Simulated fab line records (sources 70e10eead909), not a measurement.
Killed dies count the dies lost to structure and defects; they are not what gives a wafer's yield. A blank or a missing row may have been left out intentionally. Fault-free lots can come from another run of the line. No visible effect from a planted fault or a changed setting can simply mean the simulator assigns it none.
fab line records    flow nand_harc
[record] lots = 12  wafers = 36  last_day = 25
route steps=1159 shown A_CHANNEL_HOLE_D1@473 A_CHANNEL_FILL_D1@492 END@1159
lots untouched by any fault: they come from a run of this same line in which no faults occurred
start_h: hours from the record's first day to the start of the lot's first wafer shown    wait_h: how many hours have passed since the lot's step before this one    " the same as in the row above    L1.1+2: a row that stands for several wafers    - no value present, or no start provided    * or withheld: withheld    < > ~ a bound
route shown NAME@n: names a module that has steps shown in the file, with the first one's number in the route    usual: average and standard deviation across the fault-free wafers    same: alike in all rows    chamber/n: place in a boat    sites: each site's reading    _std_site: standard deviation across them    _edge_site: inner sites' mean taken away from outer sites' mean    radius_mm: for every site, how far away it sits from the centre of the wafer    mask NAME#n: copy n    behind: the last tool/chamber to shape the wafer    hold: the reason the lot was held/the length of the hold in hours/how it ended    device: transistor that didn't switch, given as n, p or np    end of line: at the end of the route, the tests of the same wafers    step lacking rows: just its recipe    killed: at the first sort, the dies lost to defects and structure; wafer yield is something else    map: a wafer's dies, marking killed ones x, the rest . and places with no die _
set.NAME: the setting the step ran with; set.NAME@STEP: the setting that earlier step ran with    model.NAME: the simulator's own value behind a step, which no gauge read
a sample of lots followed through the steps of the route, with each step as a table and each wafer as a row
services: when a tool's chamber went out of use (start_h, in hours from the record's first day, below 0 if earlier), for how many hours, and the reason
[[steps]]
[step NHARC_A_CHANNEL_HOLE_D1_ETCH_21]
[recipe] bias_v = 3000  source_w = withheld  pressure_mtorr = 20  time_s = 514.3  ar_flow_sccm = 375  c4f8_flow_sccm = 89.3  o2_flow_sccm = 35.7  temp_c = -20  target_depth_a = 16000  chemistry = C4F8/O2/Ar
[usual] drypump_motor_current_A = 5.91/0.28  he_backside_leak_sccm = 5.6/0.51  showerhead_plenum_p_Torr = 3.76/0.075  throttle_valve_pct = 32.153/0.0084
lot.wafer  tool         chamber  start_h  wait_h  drypump_motor_current_A  he_backside_leak_sccm  rf_hours_counter_h  showerhead_plenum_p_Torr  throttle_valve_pct
L318.2     har_etch-02  0        176.48   0.3     5.90                     5.9                    101                 3.78                      32.140
L318.4     "            0        "        "       5.91                     5.9                    -                   3.78                      32.153
L318.5     "            1        "        "       5.73                     4.9                    -                   3.83                      32.161
L321.1     har_etch-02  0        187.93   0.3     5.92                     5.7                    105                 3.78                      32.145
L321.4     "            0        "        "       5.89                     5.8                    -                   3.78                      32.155
L321.6     "            1        "        "       5.73                     4.8                    -                   3.83                      32.134
L320.2     har_etch-01  1        189.04   0.3     6.38                     6.1                    198                 3.64                      32.158
L320.1     "            0        "        "       5.59                     5.1                    198                 3.82                      32.152
L320.5     "            1        "        "       6.38                     5.9                    -                   3.64                      32.147
L322.1     har_etch-02  0        201.96   0.3     5.93                     6.0                    110                 3.78                      32.153
L322.3     "            0        "        "       5.94                     5.8                    -                   3.78                      32.155
L322.5     "            1        "        "       5.78                     5.1                    -                   3.83                      32.162
L323.4     har_etch-02  1        211.23   0.3     5.74                     5.2                    -                   3.82                      32.153
L323.6     "            0        "        "       5.91                     5.4                    -                   3.77                      32.147
L323.5     "            1        "        "       5.76                     5.2                    -                   3.82                      32.158
L326.2     har_etch-02  0        218.24   0.3     5.91                     5.6                    118                 3.77                      32.160
L326.3     "            0        "        "       5.91                     5.7                    -                   3.77                      32.135
L326.5     "            0        "        "       5.91                     5.7                    -                   3.77                      32.147
L325.2     har_etch-02  1        222.35   0.3     5.75                     5.1                    122                 3.82                      32.150
L325.3     "            0        "        "       5.93                     5.6                    -                   3.77                      32.142
L325.5     "            1        "        "       5.77                     4.9                    -                   3.82                      32.142
L332.2     har_etch-02  0        258.72   0.3     5.91                     5.7                    136                 3.76                      32.157
L332.1     "            1        "        "       5.75                     5.5                    136                 3.81                      32.150
L332.4     "            0        "        "       5.92                     5.7                    -                   3.76                      32.168
L331.3     har_etch-01  1        261.29   0.3     6.38                     6.0                    -                   3.62                      32.154
L331.4     "            0        "        "       5.62                     5.2                    -                   3.80                      32.148
L331.5     "            1        "        "       6.41                     6.0                    -                   3.62                      32.147
L338.2     har_etch-02  0        311.28   0.3     5.92                     6.0                    157                 3.75                      32.161
L338.4     "            0        "        "       5.91                     5.9                    -                   3.75                      32.166
L338.3     "            1        "        "       5.74                     5.5                    -                   3.80                      32.149
L339.2     har_etch-02  1        319.67   0.3     5.72                     5.3                    165                 3.80                      32.167
L339.4     "            0        "        "       5.92                     5.8                    -                   3.75                      32.163
L339.5     "            1        "        "       5.73                     5.2                    -                   3.80                      32.157
L341.3     har_etch-01  0        329.31   0.3     5.62                     4.7                    -                   3.79                      32.145
L341.4     "            1        "        "       6.33                     5.5                    -                   3.61                      32.158
L341.6     "            1        "        "       6.34                     5.2                    -                   3.61                      32.156
[step NHARC_A_CHANNEL_HOLE_D1_ETCH_23]
[recipe] bias_v = 5000  source_w = withheld  pressure_mtorr = 20  time_s = 819  ar_flow_sccm = 375  c4f8_flow_sccm = 89.3  o2_flow_sccm = 35.7  temp_c = -20  target_depth_a = 16000  chemistry = C4F8/O2/Ar
[usual] drypump_motor_current_A = 5.91/0.28  he_backside_leak_sccm = 5.7/0.59  showerhead_plenum_p_Torr = 3.76/0.075  throttle_valve_pct = 32.155/0.0092
lot.wafer  tool         chamber  start_h  wait_h  drypump_motor_current_A  he_backside_leak_sccm  rf_hours_counter_h  showerhead_plenum_p_Torr  throttle_valve_pct
L318.2     har_etch-02  0        177.49   0.5     5.91                     5.4                    102                 3.78                      32.156
L318.4     "            0        "        "       5.91                     5.6                    -                   3.78                      32.168
L318.5     "            1        "        "       5.77                     5.4                    -                   3.83                      32.146
L321.1     har_etch-02  0        188.97   0.5     5.92                     5.7                    106                 3.78                      32.163
L321.4     "            0        "        "       5.89                     5.7                    -                   3.78                      32.148
L321.6     "            1        "        "       5.74                     5.1                    -                   3.83                      32.168
L320.2     har_etch-01  1        190.06   0.5     6.38                     5.6                    199                 3.64                      32.143
L320.1     "            0        "        "       5.62                     5.2                    199                 3.82                      32.155
L320.5     "            1        "        "       6.38                     6.0                    -                   3.64                      32.151
L322.1     har_etch-02  0        202.96   0.5     5.89                     5.9                    111                 3.78                      32.147
L322.3     "            0        "        "       5.87                     5.8                    -                   3.78                      32.169
L322.5     "            1        "        "       5.74                     5.4                    -                   3.83                      32.160
L323.4     har_etch-02  1        212.36   0.5     5.75                     5.3                    -                   3.82                      32.151
L323.6     "            0        "        "       5.93                     6.0                    -                   3.77                      32.144
L323.5     "            1        "        "       5.75                     5.2                    -                   3.82                      32.149
L326.2     har_etch-02  0        219.29   0.5     5.93                     6.0                    119                 3.77                      32.151
L326.3     "            0        "        "       5.91                     6.0                    -                   3.77                      32.164
L326.5     "            0        "        "       5.91                     6.1                    -                   3.77                      32.158
L325.2     har_etch-02  1        223.35   0.5     5.74                     5.2                    123                 3.82                      32.153
L325.3     "            0        "        "       5.88                     5.8                    -                   3.77                      32.158
L325.5     "            1        "        "       5.76                     5.1                    -                   3.82                      32.155
L332.2     har_etch-02  0        259.73   0.5     5.92                     6.0                    137                 3.76                      32.168
L332.1     "            1        "        "       5.76                     5.5                    137                 3.81                      32.150
L332.4     "            0        "        "       5.91                     5.9                    -                   3.76                      32.141
L331.3     har_etch-01  1        262.39   0.5     6.38                     6.0                    -                   3.62                      32.153
L331.4     "            0        "        "       5.64                     5.6                    -                   3.80                      32.146
L331.5     "            1        "        "       6.40                     6.2                    -                   3.62                      32.164
L338.2     har_etch-02  0        312.28   0.5     5.92                     6.1                    158                 3.75                      32.153
L338.4     "            0        "        "       5.90                     6.1                    -                   3.75                      32.146
L338.3     "            1        "        "       5.75                     5.5                    -                   3.80                      32.152
L339.2     har_etch-02  1        320.73   0.5     5.75                     5.2                    166                 3.80                      32.161
L339.4     "            0        "        "       5.94                     6.1                    -                   3.75                      32.157
L339.5     "            1        "        "       5.75                     5.2                    -                   3.80                      32.150
L341.3     har_etch-01  0        330.41   0.5     5.63                     4.7                    -                   3.79                      32.149
L341.4     "            1        "        "       6.41                     5.9                    -                   3.61                      32.173
L341.6     "            1        "        "       6.41                     5.8                    -                   3.61                      32.168
[step NHARC_A_CHANNEL_FILL_D1_ALD_02]
[recipe] target_thk_a = 60  pulse_time_s = 10  ald_cycles = 60  temp_c = 300  material = SiO2
[usual] heater_power_w = 471/46  precursor_pulse_height_rel = 0.998/0.02
lot.wafer  tool       chamber  start_h  wait_h  heater_power_w  precursor_pulse_height_rel
L318.2     ald_hk-01  1        182.01   -       475             1.013
L318.4     "          2        "        "       446             1.007
L318.5     "          0        "        "       544             1.006
L321.4     ald_hk-02  3        193.40   -       489             1.038
L321.1     "          0        "        "       417             1.006
L321.6     "          2        "        "       505             1.007
L320.1     ald_hk-02  0        194.60   -       409             0.984
L320.2     "          1        "        "       477             0.992
L320.5     "          3        "        "       495             0.964
L322.1     ald_hk-01  1        207.42   -       471             1.020
L322.3     "          3        "        "       498             0.962
L322.5     "          1        "        "       477             1.004
L323.4     ald_hk-04  3        217.32   -       472             0.996
L323.6     "          2        "        "       532             0.983
L323.5     "          3        "        "       481             1.033
L326.3     ald_hk-02  2        223.65   -       515             0.998
L326.2     "          1        "        "       479             0.978
L326.5     "          2        "        "       514             0.986
L325.2     ald_hk-02  0        227.89   -       424             1.015
L325.3     "          2        "        "       520             1.025
L325.5     "          0        "        "       400             0.998
L332.1     ald_hk-04  1        264.42   -       405             1.044
L332.4     "          2        "        "       547             1.020
L332.2     "          3        "        "       461             0.971
L331.4     ald_hk-01  0        266.64   -       522             0.999
L331.3     "          3        "        "       460             1.001
L331.5     "          0        "        "       519             0.995
L338.3     ald_hk-04  0        316.74   -       427             0.976
L338.4     "          2        "        "       550             0.986
L338.2     "          3        "        "       468             1.005
L339.2     ald_hk-01  1        325.17   -       494             1.033
L339.4     "          2        "        "       430             1.027
L339.5     "          0        "        "       508             0.994
L341.3     ald_hk-04  0        334.95   -       425             0.961
L341.4     "          2        "        "       542             1.015
L341.6     "          0        "        "       437             0.985
[step NHARC_A_CHANNEL_FILL_D1_ETCHBACK_20]
[recipe] target_depth_a = 270  time_s = 13.5  c4f8_flow_sccm = withheld  o2_flow_sccm = 8  ar_flow_sccm = withheld  rf_w = 600  bias_w = 1500  chemistry = C4F8/O2/Ar
[usual] oes_product_au = 0.97/0.037  rf_vpp_V = 979/4.6  run_length_s = 34.6/0.49
lot.wafer  tool         chamber  start_h  wait_h  oes_product_au  rf_hours_counter_h  rf_vpp_V  run_length_s
L318.2     rie_diel-07  1        205.95   -       0.94            4                   978       34.9
L318.5     "            1        "        "       0.93            -                   978       34.8
L318.4     "            3        "        "       0.95            -                   985       35.6
L321.4     rie_diel-06  2        221.90   -       0.94            5                   989       34.4
L321.1     "            3        "        "       0.92            6                   975       34.7
L321.6     "            1        "        "       0.93            -                   981       34.3
L320.1     rie_diel-07  2        221.90   -       0.93            4                   976       34.3
L320.2     "            3        "        "       0.94            3                   983       35.4
L320.5     "            1        "        "       0.92            -                   980       35.0
L322.1     rie_diel-06  2        231.40   -       0.92            6                   988       33.9
L322.3     "            3        "        "       0.91            6                   974       35.2
L322.5     "            2        "        "       0.92            -                   989       34.6
L323.4     rie_diel-12  2        241.27   -       1.02            6                   974       35.0
L323.5     "            0        "        "       1.01            -                   982       35.1
L323.6     "            1        "        "       0.97            -                   973       34.9
L326.3     rie_diel-12  1        250.14   -       0.96            8                   972       34.7
L326.2     "            2        "        "       1.01            7                   975       35.1
L326.5     "            2        "        "       1.01            -                   976       34.8
L325.3     rie_diel-07  1        254.49   -       1.01            0                   978       34.8
L325.2     "            2        "        "       1.02            0                   978       34.4
L325.5     "            1        "        "       1.02            -                   979       35.0
L332.2     rie_diel-07  3        286.59   -       0.92            1                   984       35.2
L332.1     "            2        "        "       0.94            1                   978       34.5
L332.4     "            1        "        "       0.93            -                   979       30.8
L331.3     rie_diel-07  2        292.16   -       1.01            2                   977       34.2
L331.4     "            3        "        "       1.01            -                   984       30.8
L331.5     "            1        "        "       1.00            -                   977       35.0
L338.2     rie_diel-06  1        341.16   -       0.99            3                   980       34.5
L338.4     "            3        "        "       1.00            3                   973       34.4
L338.3     "            0        "        "       1.00            3                   973       33.9
L339.2     rie_diel-12  2        348.49   -       0.94            25                  975       34.7
L339.4     "            3        "        "       0.93            22                  981       34.1
L339.5     "            3        "        "       0.92            -                   981       33.8
L341.3     rie_diel-06  2        360.12   -       0.94            4                   989       34.7
L341.4     "            3        "        "       0.92            4                   974       34.3
L341.6     "            2        "        "       0.93            -                   988       34.6
[step NHARC_END_SORT_01]
[recipe] temp_c = 25
[usual] killed_at_array = 27/10  killed_at_other = 0.6/0.83  killed_at_periphery = 2.4/1.8  killed_dies = 30/10  killed_open = 3.3/1.7  killed_short = 1.8/1.4
[same] gross_dies = 677
lot.wafer  tool       chamber  start_h  wait_h  killed_at_array  killed_at_other  killed_at_periphery  killed_dies  killed_open  killed_short
L332.1     prober-01  0        501.91   6.5     18               2                1                    21           5            3
L332.2     prober-01  0        502.70   6.8     13               1                3                    17           5            1
L332.4     prober-01  0        504.29   7.3     579              0                1                    580          9            0
L331.3     prober-02  0        510.72   3.1     32               0                2                    34           3            2
L331.4     prober-02  0        511.52   3.4     602              0                2                    604          5            4
L331.5     prober-02  0        512.33   3.7     24               0                2                    26           1            0
// killed by level:class
L332.1 A_CONTACT:chamber_film_flake=7 A_CHANNEL_HOLE_D1:chamber_film_flake=3 A_CONTACT:geometric_particle:short=2 THIN_TSV:chamber_film_flake=2 P_M1:geometric_particle:open=1 A_ONON_D1:geometric_particle:short=1 A_ONON_D1:geometric_particle:open=1 A_CHANNEL_FILL_D1:geometric_particle:open=1
L332.2 A_CHANNEL_HOLE_D1:chamber_film_flake=4 A_CONTACT:chamber_film_flake=3 P_M0:geometric_particle:open=1 A_CHANNEL_HOLE_D1:geometric_particle:open=1 A_SGD_CUT:geometric_particle:open=1 A_WL_FILL:geometric_particle:short=1 A_WL_FILL:geometric_particle:open=1 A_M0:geometric_particle:open=1
L332.4 A_CHANNEL_FILL_D1:area_etchback=550 A_CHANNEL_HOLE_D1:chamber_film_flake=10 A_STAIRCASE:chamber_film_flake=6 A_CONTACT:chamber_film_flake=5 A_CONTACT:geometric_particle:open=2 P_M0:geometric_particle:open=1 A_ONON_D1:geometric_particle:open=1 A_CHANNEL_FILL_D1:geometric_particle:open=1
L331.3 A_CHANNEL_HOLE_D1:chamber_film_flake=18 A_CONTACT:chamber_film_flake=5 A_STAIRCASE:chamber_film_flake=3 A_ONON_D1:geometric_particle:short=1 A_WL_FILL:geometric_particle:short=1 A_CONTACT:geometric_particle:open=1 A_BLC:geometric_particle:open=1 A_M1:geometric_particle:open=1
L331.4 A_CHANNEL_FILL_D1:area_etchback=574 A_CHANNEL_HOLE_D1:chamber_film_flake=19 A_CHANNEL_FILL_D1:geometric_particle:short=2 A_WL_FILL:geometric_particle:short=2 P_CONTACT:geometric_particle:open=1 P_M0:geometric_particle:open=1 A_ONON_D1:geometric_particle:open=1 A_CHANNEL_FILL_D1:geometric_particle:open=1
L331.5 A_CHANNEL_HOLE_D1:chamber_film_flake=16 A_CONTACT:chamber_film_flake=8 P_M1:geometric_particle:open=1 P_ZERO_WELL:chamber_film_flake=1
[[services]]
tool         chamber  start_h  hours  kind
rie_diel-07  1        160.05   3.6    repair
ald_hk-01    -        162.88   2.1    repair
ald_hk-02    -        165.07   0.7    repair
rie_diel-12  3        170.63   10.5   repair
ald_hk-04    -        186.00   10.0   pm
rie_diel-06  -        188.85   0.9    repair
rie_diel-12  3        202.17   20.3   repair
rie_diel-12  -        202.40   9.0    pm
rie_diel-07  2        204.77   2.1    repair
rie_diel-06  0        223.46   7.6    repair
rie_diel-07  -        228.20   9.0    pm
ald_hk-01    -        231.53   10.0   pm
rie_diel-06  -        241.20   9.0    pm
rie_diel-07  3        256.00   18.3   repair
rie_diel-07  0        276.53   24.4   repair
ald_hk-02    -        280.14   10.0   pm
rie_diel-12  -        289.10   1.1    repair
har_etch-01  -        305.00   17.0   pm
har_etch-01  0        305.00   17.0   vent_cycle
har_etch-01  1        305.00   17.0   vent_cycle
ald_hk-01    -        325.71   0.7    repair
rie_diel-06  0        335.51   3.5    repair
rie_diel-07  0        337.43   3.2    repair
rie_diel-06  1        339.23   1.5    repair
[[key]]
[first_sign] step = NHARC_A_CHANNEL_FILL_D1_ETCHBACK_20  reading = run_length_s  direction = down  sigmas = 7.9  usual = *  struck = *
[effect] step = NHARC_END_SORT_01  reading = killed_at_array  direction = up  sigmas = 55  usual = 27  struck = 590
[more_kills_born_at] NHARC_A_CHANNEL_FILL_D1_ETCHBACK_20@rie_diel-07 = 1124
met_at NHARC_A_CHANNEL_FILL_D1_ETCHBACK_20
struck_lots L331,L332
struck_wafers L331.4,L332.4
later_rows_left_out L331.4,L332.4
tester_left_out L331,L332
not_acting_at NHARC_A_CHANNEL_HOLE_D1_ETCH_21,NHARC_A_CHANNEL_HOLE_D1_ETCH_23,NHARC_A_CHANNEL_FILL_D1_ALD_02
onset_between 254.49 286.59
[fault] kind = process_parameter_drift  tool = rie_diel-07  chamber = -  onset_h = 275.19  steps = NHARC_A_CHANNEL_FILL_D1_ETCHBACK_20  channel = time_s  offset = *  shape = step  end_h = 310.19  scope = struck_wafers_only  acts_in = *  stated = *
// tester_left_out: of these lots the tester's yield and bins aren't shown, on N5 and GAA mostly nor the transistor test; their killed dies are dies lost to structure and defects alone, not to doping, threshold or leakage, so they don't give the yield
// later_rows_left_out: the simulator's readings of these wafers behind a module that went badly wrong aren't trusted and aren't shown, but for the sort
